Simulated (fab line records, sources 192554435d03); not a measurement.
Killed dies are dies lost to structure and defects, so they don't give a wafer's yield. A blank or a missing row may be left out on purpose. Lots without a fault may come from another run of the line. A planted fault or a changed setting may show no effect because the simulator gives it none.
Chamber matching | flow n5_finfet | N5_FIN_SAQP_HM_DEP_03 on pecvd-01: 3 sister chambers
The step deposits SiNx from SiH4/NH3/N2, target thk 38 nm, time 33.6 s. 3 wafers are shown with their chamber, then 8 later ones without.

WAFERS WITH THEIR CHAMBER
wafer  | chamber | showerhead_plenum_p_Torr (Torr)
L087.4 | 0       | 5.06
L090.5 | 1       | 5.08
L091.1 | 2       | 5.20

WAFERS WITHOUT THEIR CHAMBER
wafer  | showerhead_plenum_p_Torr (Torr)
L091.2 | 5.08
L091.6 | 5.21
L092.1 | 5.07
L092.3 | 5.07
L092.4 | 5.08
L095.2 | 5.08
L095.3 | 5.17
L095.5 | 5.09

WHICH CHAMBER EACH WENT THROUGH
wafer  | from the rows above     | in truth
L091.2 | can't be placed: 1 or 0 | 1
L091.6 | 2                       | 2
L092.1 | can't be placed: 1 or 0 | 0
L092.3 | can't be placed: 1 or 0 | 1
L092.4 | can't be placed: 1 or 0 | 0
L095.2 | can't be placed: 1 or 0 | 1
L095.3 | 2                       | 2
L095.5 | can't be placed: 1 or 0 | 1
Placed correctly: 2 of 8. Can't be placed from these rows: 6 (the true chamber is among the candidates in 6). Placed wrongly: 0.
How it was worked out, from the rows above alone: a wafer's distance from a chamber is the root of the sum, over the readings, of the square of ((its reading less the chamber's mean) divided by the reading's scatter). The wafer belongs to the nearest chamber; if the next one is less than 2 further off, it can't be placed. A chamber's mean is the mean of its shown wafers. The scatter: with one shown wafer a chamber, the root of the mean of the squares of how far each hidden wafer lies from its nearest shown one.
